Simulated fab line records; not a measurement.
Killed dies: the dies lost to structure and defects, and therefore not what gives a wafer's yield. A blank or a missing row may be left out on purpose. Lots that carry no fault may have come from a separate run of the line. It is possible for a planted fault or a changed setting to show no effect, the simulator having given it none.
Chamber matching + flow n5Finfet + rieDiel-06 running N5_HKMG_FIN_ETCH_54: 4 sister chambers
The step etches SiARC in CF4, target depth 45.5 nm, time 75.8 s. 18 wafers are shown with their chamber, then 9 later ones without.

== EACH WAFER AND ITS CHAMBER ==
| wafer  | chamber | drypumpMotorCurrentA (A) | throttleValvePct (%) | showerheadPlenumPTorr (Torr) |
|--------|---------|--------------------------|----------------------|------------------------------|
| L076.4 | 1       | 6.4                      | 15.0                 | 2.16                         |
| L076.5 | 0       | 5.3                      | 15.8                 | 2.23                         |
| L076.6 | 2       | 5.4                      | 15.7                 | 2.17                         |
| L080.3 | 3       | 4.8                      | 15.0                 | 2.11                         |
| L080.4 | 0       | 5.3                      | 15.8                 | 2.23                         |
| L080.5 | 3       | 4.8                      | 15.0                 | 2.11                         |
| L083.3 | 2       | 5.4                      | 15.8                 | 2.17                         |
| L083.4 | 0       | 5.3                      | 15.8                 | 2.22                         |
| L083.5 | 2       | 5.4                      | 15.8                 | 2.17                         |
| L086.1 | 3       | 4.8                      | 15.1                 | 2.10                         |
| L086.2 | 1       | 6.5                      | 15.0                 | 2.15                         |
| L086.3 | 0       | 5.3                      | 15.8                 | 2.22                         |
| L087.1 | 1       | 6.4                      | 15.0                 | 2.15                         |
| L087.2 | 0       | 5.3                      | 15.8                 | 2.22                         |
| L087.3 | 3       | 4.8                      | 15.1                 | 2.10                         |
| L087.4 | 3       | 4.8                      | 15.1                 | 2.10                         |
| L087.5 | 0       | 5.3                      | 15.8                 | 2.22                         |
| L087.6 | 1       | 6.5                      | 15.0                 | 2.15                         |

SIGNATURES (means of the wafers above)
| reading               | chamber 0 | chamber 1 | chamber 2 | chamber 3 | scatter within a chamber |
|-----------------------|-----------|-----------|-----------|-----------|--------------------------|
| drypumpMotorCurrentA  | 5.300     | 6.450     | 5.400     | 4.800     | 0.0267                   |
| throttleValvePct      | 15.800    | 15.000    | 15.767    | 15.060    | 0.0365                   |
| showerheadPlenumPTorr | 2.2233    | 2.1525    | 2.1700    | 2.1040    | 0.00484                  |
Rule: distance of a wafer from a chamber = root of the sum over the readings of ((wafer's reading minus chamber's mean) / reading's scatter) squared. If the next closest chamber is less than 2 further off than the closest, the wafer can't be placed; otherwise it belongs to the closest. The scatter: take each reading less its chamber's mean, square it, sum over the shown wafers, divide by the number of wafers less the number of chambers, and take the root.

== WAFERS WITH NO CHAMBER GIVEN ==
| wafer  | drypumpMotorCurrentA (A) | throttleValvePct (%) | showerheadPlenumPTorr (Torr) |
|--------|--------------------------|----------------------|------------------------------|
| L092.2 | 4.8                      | 15.1                 | 2.10                         |
| L092.4 | 4.8                      | 15.1                 | 2.10                         |
| L092.6 | 4.8                      | 15.1                 | 2.10                         |
| L093.1 | 5.3                      | 15.8                 | 2.22                         |
| L093.5 | 5.3                      | 15.9                 | 2.22                         |
| L093.6 | 4.8                      | 15.1                 | 2.10                         |
| L096.1 | 5.4                      | 15.3                 | 2.16                         |
| L096.3 | 5.3                      | 15.9                 | 2.21                         |
| L096.5 | 5.4                      | 15.3                 | 2.16                         |

== EACH ONE'S CHAMBER ==
| wafer  | from the rows above | in truth |
|--------|---------------------|----------|
| L092.2 | 3                   | 3        |
| L092.4 | 3                   | 3        |
| L092.6 | 3                   | 3        |
| L093.1 | 0                   | 0        |
| L093.5 | 0                   | 0        |
| L093.6 | 3                   | 3        |
| L096.1 | 2                   | 2        |
| L096.3 | 0                   | 0        |
| L096.5 | 2                   | 2        |
Placed correctly: 9 of 9. Left unplaced by these rows: 0. 0 placed wrongly.
